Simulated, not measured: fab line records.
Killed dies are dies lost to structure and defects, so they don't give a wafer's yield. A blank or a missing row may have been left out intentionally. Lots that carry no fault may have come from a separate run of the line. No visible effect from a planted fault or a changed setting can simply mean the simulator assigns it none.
Matching of chambers	flow n5_finfet	N5_FIN_CUT_ETCH_21 on rie_diel-02: 4 sister chambers
The step etches SOC in N2/H2, target depth 219 nm, overetch 43.8 nm, time 523.5 s. 4 wafers are shown with their chamber, then 8 later ones without.

## WAFERS PAIRED WITH THEIR CHAMBERS
wafer	chamber	showerhead_plenum_p_Torr (Torr)
L621.1	0	2.68
L622.2	1	2.45
L622.3	3	2.61
L623.1	2	2.55

## WAFERS WITHOUT THEIR CHAMBER
wafer	showerhead_plenum_p_Torr (Torr)
L623.3	2.61
L623.4	2.68
L624.2	2.54
L624.3	2.67
L624.5	2.45
L634.1	2.44
L634.2	2.67
L634.6	2.60

## EACH ONE'S CHAMBER
wafer	from the rows above	in truth
L623.3	3	3
L623.4	0	0
L624.2	2	2
L624.3	0	0
L624.5	1	1
L634.1	1	1
L634.2	0	0
L634.6	3	3
Placed correctly: 8 of 8. Not placeable from these rows: 0. Wrongly placed: 0.
How it was worked out, from the rows above alone: a wafer's distance from a chamber is the root of the sum, over the readings, of the square of ((its reading less the chamber's mean) divided by the reading's scatter). The wafer belongs to the nearest chamber; if the next one is less than 2 further off, it can't be placed. The mean given for a chamber averages the wafers shown for that chamber. The scatter: root of mean squared gap, hidden wafer to nearest shown wafer, with one shown wafer a chamber.
